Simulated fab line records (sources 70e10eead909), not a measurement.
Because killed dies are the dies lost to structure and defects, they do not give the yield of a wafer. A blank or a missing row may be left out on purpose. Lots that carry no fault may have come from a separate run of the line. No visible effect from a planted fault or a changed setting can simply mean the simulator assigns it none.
A single fault, viewed from 2 desks || flow nand harc || every desk sees just its own numbers, and what lay behind them comes last

METROLOGY DESK
What the gauges read, lot by lot, whatever tool the lot ran on: means of the sampled wafers that have a number. Marked OUT: a lot whose mean sits more than 4 standard deviations from the usual mean, which makes it out of limits; the brackets give that distance.
Columns: A = cd nm at NHARC_P_GATE_CD_MEAS_46, usual 719.8 nm
{"lot": "L832", "first seen here": "day 5 18:54", "A": 719.8}
{"lot": "L834", "first seen here": "day 6 06:46", "A": 719.4}
{"lot": "L835", "first seen here": "day 6 19:43", "A": 720.3}
{"lot": "L838", "first seen here": "day 8 05:53", "A": 718.8}
{"lot": "L839", "first seen here": "day 8 15:08", "A": 719.3}
{"lot": "L840", "first seen here": "day 8 21:10", "A": 719.3}
{"lot": "L847", "first seen here": "day 11 23:51", "A": 717.8}
{"lot": "L848", "first seen here": "day 12 09:44", "A": 719.3}
{"lot": "L853", "first seen here": "day 14 10:08", "A": 719.7}
{"lot": "L854", "first seen here": "day 14 17:02", "A": 719.1}
{"lot": "L855", "first seen here": "day 15 05:43", "A": 720.5}
Result from this desk: across the 11 lots, nothing is out of limits.

THE TOOL OWNER'S DESK: rie diel-06
The tool's own readings at NHARC_P_GATE_ETCH_104 (etches the open film in CF4/CHF3, target depth 60 nm): means of the sampled wafers that have a number, for each lot that ran on this tool. Marked OUT: a lot whose mean sits more than 4 standard deviations from the usual mean, which makes it out of limits; the brackets give that distance.
Columns: A = drypump motor current A at NHARC_P_GATE_ETCH_104, usual 5.8 A; B = mfc ar sccm at NHARC_P_GATE_ETCH_104, usual 0.010 sccm; C = oes product au at NHARC_P_GATE_ETCH_104, usual 0.948 a.u.; D = rf fwd power W at NHARC_P_GATE_ETCH_104, usual 491.7 W; E = rf vpp V at NHARC_P_GATE_ETCH_104, usual 369.9 V; F = showerhead plenum p Torr at NHARC_P_GATE_ETCH_104, usual 1.55 Torr; G = throttle valve pct at NHARC_P_GATE_ETCH_104, usual 16.802 %
{"lot": "L838", "first seen here": "day 7 18:11", "A": 5.6, "B": 0.017, "C": 0.974, "D": 491.6, "E": 371.3, "F": 1.57, "G": 16.800}
{"lot": "L847", "first seen here": "day 11 12:15", "A": 5.8, "B": 0.009, "C": "0.704 (-10) OUT", "D": "292.4 (-74) OUT", "E": 369.3, "F": 1.55, "G": 16.799}
{"lot": "L848", "first seen here": "day 11 21:57", "A": 5.9, "B": 0.009, "C": "0.707 (-10) OUT", "D": "292.9 (-74) OUT", "E": 370.6, "F": 1.55, "G": 16.807}
{"lot": "L855", "first seen here": "day 14 17:58", "A": 5.8, "B": 0.017, "C": 0.957, "D": 493.3, "E": 369.8, "F": 1.56, "G": 16.792}
This desk's verdict: out of limits on L847, L848, starting with L847 at day 11 12:15 (oes product au at NHARC_P_GATE_ETCH_104). In limits: L838, L855.

ALL TOGETHER
The tool owner's desk could have raised an alarm at day 11 12:15, on L847, L848.
Metrology desk: nothing out of limits seen.
The metrology desk has L847, L848 on record, within its limits.
Every lot named ran NHARC_P_GATE_ETCH_104 on rie diel-06.

WHAT THE SIMULATOR PUT IN
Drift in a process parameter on rie diel-06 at NHARC_P_GATE_ETCH_104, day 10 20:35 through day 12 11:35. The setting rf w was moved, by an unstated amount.
Shown lots that were struck: L847, L848.
Time in hours from fault onset to the first out-of-limits reading at each desk: the tool owner's desk, 16.
